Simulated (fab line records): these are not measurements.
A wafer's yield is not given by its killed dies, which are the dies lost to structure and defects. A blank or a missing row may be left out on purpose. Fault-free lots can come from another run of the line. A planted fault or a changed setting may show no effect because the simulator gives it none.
A lot that was struck, set against a sound lot / flow nand_harc / 15 steps out of a route of 1159
Sound: these wafers, L424.2, L424.3, L424.4. Struck: wafer L431.2; the same lot's L431.6 was not struck, so it is left out; see the end for the cause.
At each step with rows: each side's tool, then ch and its chambers, then its first start. Under that, the readings that differ: sound wafers / struck wafers / difference of the means / sigmas: that difference in standard deviations of wafers without a fault.
alike: same words and numbers on both sides, and readings whose means sit less than 2 such deviations apart. not compared: any withheld reading, any reading some wafer has no value for, any bound like >300 that may hide the same value, and any number with overlapping values for which the record gives no deviation.
The two part at a step that has a row with sigmas, a row that says differs or no value, or rows on one side only. Numbers that have no deviation but don't overlap get no sigmas and don't part them. Lack of a reading on every wafer of one side parts them only where that side has two or more wafers.

first, 6 steps without rows for these wafers: NHARC_A_CHANNEL_HOLE_D1_COAT_04 (resist thk 90 nm); NHARC_A_CHANNEL_HOLE_D1_SOFTBAKE_05 (time 55 s); NHARC_A_CHANNEL_HOLE_D1_EBR_06; NHARC_A_CHANNEL_HOLE_D1_EXPOSE_07 (exposes mask HOLE D1, target cd 100 nm); NHARC_A_CHANNEL_HOLE_D1_PEB_08 (peb time 65 s); NHARC_A_CHANNEL_HOLE_D1_DEVELOP_09 (develop time 35 s).
NHARC_A_CHANNEL_HOLE_D1_CD_MEAS_10: the cd target is 100 nm.
  sound on cd_sem-02 ch 0, day 10 22:47; struck on cd_sem-01 ch 0, day 12 14:07
reading=cd_nm (nm); sound=99.7 100.3 100.3; struck=100.9; difference=+0.8; sigmas=+2
NHARC_A_CHANNEL_HOLE_D1_OVL_MEAS_11:
  sound on overlay-02 at day 10 22:52; struck on overlay-01 at day 12 14:13
  alike: overlay_x_nm, overlay_y_nm
NHARC_A_CHANNEL_HOLE_D1_INSPECT_12:
  sound on defect_inspect-01 at day 10 22:55; struck on defect_inspect-02 at day 12 14:15
  alike: raw_defect_count
NHARC_A_CHANNEL_HOLE_D1_DESCUM_15: chemistry O2, time 3 s.
  sound on rie_diel-03 ch 0,2,3, day 10 22:58; struck on rie_diel-04 ch 2, day 12 14:19
reading=rf_hours_counter_h (h); sound=0 0 0; struck=9; difference=+9; sigmas=
  alike: chamber_pressure_mTorr, drypump_motor_current_A, oes_product_au, rf_vpp_V, showerhead_plenum_p_Torr, throttle_valve_pct
NHARC_A_CHANNEL_HOLE_D1_ETCH_38: etches the open film in CF4, target depth 39 nm, time 65 s.
  sound on rie_diel-03 ch 0,1,2, day 10 23:04; struck on rie_diel-04 ch 1, day 12 14:23
reading=rf_hours_counter_h (h); sound=0 0 0; struck=10; difference=+10; sigmas=
  alike: chamber_pressure_mTorr, drypump_motor_current_A, oes_product_au, rf_vpp_V, run_length_s, showerhead_plenum_p_Torr, throttle_valve_pct
NHARC_A_CHANNEL_HOLE_D1_ETCH_39: etches the open film in N2/H2, target depth 260 nm, time 325 s.
  sound on rie_diel-03 ch 0,1,3; struck on rie_diel-04 ch 0
reading=rf_hours_counter_h (h); sound=0 0 0; struck=9; difference=+9; sigmas=
  alike: chamber_pressure_mTorr, drypump_motor_current_A, oes_product_au, rf_vpp_V, run_length_s, showerhead_plenum_p_Torr, throttle_valve_pct
NHARC_A_CHANNEL_HOLE_D1_ETCH_34: etches the open film in CF4/CHF3, target depth 154 nm, time 77 s.
  sound on rie_diel-03 ch 0,1,2, day 10 23:24; struck on rie_diel-04 ch 0, day 12 14:45
reading=oes_product_au (a.u.); sound=0.982 0.970 0.968; struck=0.917; difference=-0.056; sigmas=-2
reading=rf_hours_counter_h (h); sound=0 0 0; struck=9; difference=+9; sigmas=
reading=rf_vpp_V (V); sound=368.7 367.9 367.7; struck=373.2; difference=+5.1; sigmas=+2
reading=run_length_s (s); sound=97.8 99.0 98.8; struck=92.4; difference=-6.1; sigmas=-14
reading=showerhead_plenum_p_Torr (Torr); sound=1.49 1.47 1.52; struck=1.63; difference=+0.14; sigmas=+2
  alike: chamber_pressure_mTorr, drypump_motor_current_A, throttle_valve_pct
NHARC_A_CHANNEL_HOLE_D1_ETCH_16: etches the open film in O2/COS, target depth 3100 nm, time 806 s.
  sound on rie_diel-03 ch 0,1,2; struck on rie_diel-04 ch 1
reading=oes_product_au (a.u.); sound=1.005 1.000 0.997; struck=0.982; difference=-0.019; sigmas=-2
reading=rf_hours_counter_h (h); sound=1 1 1; struck=10; difference=+9; sigmas=
  alike: chamber_pressure_mTorr, drypump_motor_current_A, rf_vpp_V, run_length_s, showerhead_plenum_p_Torr, throttle_valve_pct
-- the record jumps here: 11 days lie between the struck wafers' starts before and after (it left off in module A_CHANNEL_HOLE_D1 and takes up again in module END, whose first step shown is number 1159 of the route) --
NHARC_END_SORT_01:
  the record has rows for the struck wafers here (prober-02 ch 0, day 23 13:28) and none for the sound ones

## WHERE THEY PART
First at NHARC_A_CHANNEL_HOLE_D1_CD_MEAS_10; last, within this record, at NHARC_END_SORT_01.

WHY: the cause the simulator had injected
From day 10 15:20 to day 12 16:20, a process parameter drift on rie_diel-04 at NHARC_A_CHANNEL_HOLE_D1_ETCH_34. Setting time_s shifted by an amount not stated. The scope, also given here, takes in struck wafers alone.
